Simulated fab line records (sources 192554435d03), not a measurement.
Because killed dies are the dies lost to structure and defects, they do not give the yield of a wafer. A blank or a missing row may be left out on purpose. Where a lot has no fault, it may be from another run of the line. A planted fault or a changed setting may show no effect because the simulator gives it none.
A single fault, viewed from 2 desks / flow n5-finfet / numbers are kept per desk, each desk with only its own; the story behind them comes last

## FOR THE TOOL OWNER'S DESK: ald-sin-03
The tool's own readings at N5_MOL_CONTACT_COAG_ALD_131 (deposits SiO2, target thk 5 nm, pulse time 1 s, co reactant pulse time 1 s): means of the sampled wafers that have a number, for each lot that ran on this tool. A lot is out of limits, marked OUT, if its mean lies more than 4 standard deviations from the usual mean; the brackets give that distance.
Columns: A = heater-power-w at N5_MOL_CONTACT_COAG_ALD_131, usual 77 W; B = precursor-pulse-height-rel at N5_MOL_CONTACT_COAG_ALD_131, usual 0.999
lot=L634; first seen here=day 6 11:02; A=77; B=1.000
lot=L636; first seen here=day 6 17:35; A=76; B=0.989
lot=L637; first seen here=day 7 02:46; A=76; B=0.988
lot=L642; first seen here=day 8 16:28; A=73; B=0.987
lot=L649; first seen here=day 10 03:44; A=78; B=1.021
This desk's finding: nothing out of limits on any of the 5 lots.

## THE METROLOGY DESK
Lot by lot, what the gauges showed, no matter which tool ran the lot: averages of those sampled wafers that carry a number. A lot is out of limits, marked OUT, if its mean lies more than 4 standard deviations from the usual mean; the brackets give that distance. Readings shown: 7 of its 11, picked as those furthest out on some lot.
Columns: A = IOFF_N at N5_BEOL_M4_RC_MEAS_101, usual 0.17 nA/um; B = IOFF_P at N5_BEOL_M4_RC_MEAS_101, usual 0.22 nA/um; C = ION_N at N5_BEOL_M4_RC_MEAS_101, usual 680 uA/um; D = ION_P at N5_BEOL_M4_RC_MEAS_101, usual 464 uA/um; E = SS_N at N5_BEOL_M4_RC_MEAS_101, usual 71.7 mV/dec; F = VT_N at N5_BEOL_M4_RC_MEAS_101, usual 248.9 mV; G = VT_P at N5_BEOL_M4_RC_MEAS_101, usual -251 mV
lot=L632; first seen here=day 6 04:02; A=0.16; B=0.20; C=681; D=461; E=71.5; F=248.5; G=-253
lot=L629; first seen here=day 6 10:15; A=0.19; B=0.23; C=687; D=464; E=71.9; F=247.8; G=-249
lot=L634; first seen here=day 6 10:44; A=0.19; B=0.23; C=691; D=466; E=71.9; F=246.3; G=-249
lot=L636; first seen here=day 6 17:05; A=0.20; B=0.29; C=688; D=475; E=72.2; F=245.7; G=-245
lot=L637; first seen here=day 7 02:22; A=0.14; B=0.17; C=664; D=455; E=71.3; F=253.4; G=-257
lot=L642; first seen here=day 8 16:12; A=0.12; B=0.19; C=671; D=467; E=70.7; F=252.9; G=-252
lot=L649; first seen here=day 10 03:28; A=0.17; B=0.22; C=674; D=468; E=72.0; F=251.1; G=-249
lot=L650; first seen here=day 10 12:23; A=0.18; B=0.22; C=680; D=464; E=71.9; F=246.8; G=-251
lot=L651; first seen here=day 10 20:34; A=0.18; B=0.23; C=674; D=462; E=72.1; F=249.3; G=-248
lot=L652; first seen here=day 11 03:00; A=0.19; B=0.26; C=686; D=469; E=72.3; F=247.1; G=-244
This desk's finding: nothing out of limits on any of the 10 lots.

## ALL TOGETHER
The tool owner's desk saw nothing out of limits.
Nothing out of limits was seen by the metrology desk.

## WHAT THE SIMULATOR HAD INSERTED
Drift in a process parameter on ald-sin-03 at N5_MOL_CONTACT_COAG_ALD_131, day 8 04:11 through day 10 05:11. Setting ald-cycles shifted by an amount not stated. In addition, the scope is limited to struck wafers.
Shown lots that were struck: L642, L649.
